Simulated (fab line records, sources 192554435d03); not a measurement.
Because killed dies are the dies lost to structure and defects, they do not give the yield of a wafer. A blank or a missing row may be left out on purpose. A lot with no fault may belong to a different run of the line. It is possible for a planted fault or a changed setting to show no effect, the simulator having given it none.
The tool behind it: which one?	flow n5_finfet	12 lots, 36 wafers sampled, at 1 step of a route of 1938

WHAT EACH GAUGE READ, for each wafer
N5_BEOL_M6_RS_MEAS_57: measurement is done with a four-point probe.
lot	measured	on	M6_RS (ohm/sq)
L076	day 9 13:38	film_metro-01	0.278 0.282 0.280
L078	day 10 11:35	film_metro-01	0.281 0.289 0.285
L083	day 11 12:16	film_metro-01	0.284 0.286 0.281
L081	day 11 16:42	film_metro-01	0.284 0.296 0.290
L082	day 12 08:39	film_metro-01	0.285 0.276 0.280
L087	day 12 09:28	film_metro-02	0.282 0.284 0.287
L086	day 13 04:41	film_metro-01	0.274 0.287 0.286
L088	day 13 10:17	film_metro-02	0.288 0.281 0.276
L091	day 14 08:19	film_metro-02	0.272 0.291 0.277
L093	day 14 13:37	film_metro-01	0.291 0.285 0.292
L094	day 14 18:34	film_metro-02	0.280 0.287 0.287
L097	day 15 15:58	film_metro-01	0.283 0.287 0.279

WHAT TOOL EACH LOT RAN ON (gives the tool, then ch and the chambers of the sampled wafers, and finally the start)
No process step before these readings appears in the record.

THE ANSWER, worked out from the rows above alone
Rule: the usual values come from the lots themselves. Put in order of their means at a reading, lots are off if they are a third of the lots or fewer, leave a main group of 4 or more, and stand apart from it by a gap of 3 or more times the standard deviation of the main group's means; of several such gaps the widest counts. The tables above print the reading to a certain number of digits; a main group whose means all agree to those digits is not used. Also off: a lot with no number at a reading for which 4 or more lots have one. The other lots that the step has rows for count as sound.
Nothing can be told from this: no lot is off at any reading shown.

WHAT THE SIMULATOR HAD PUT IN
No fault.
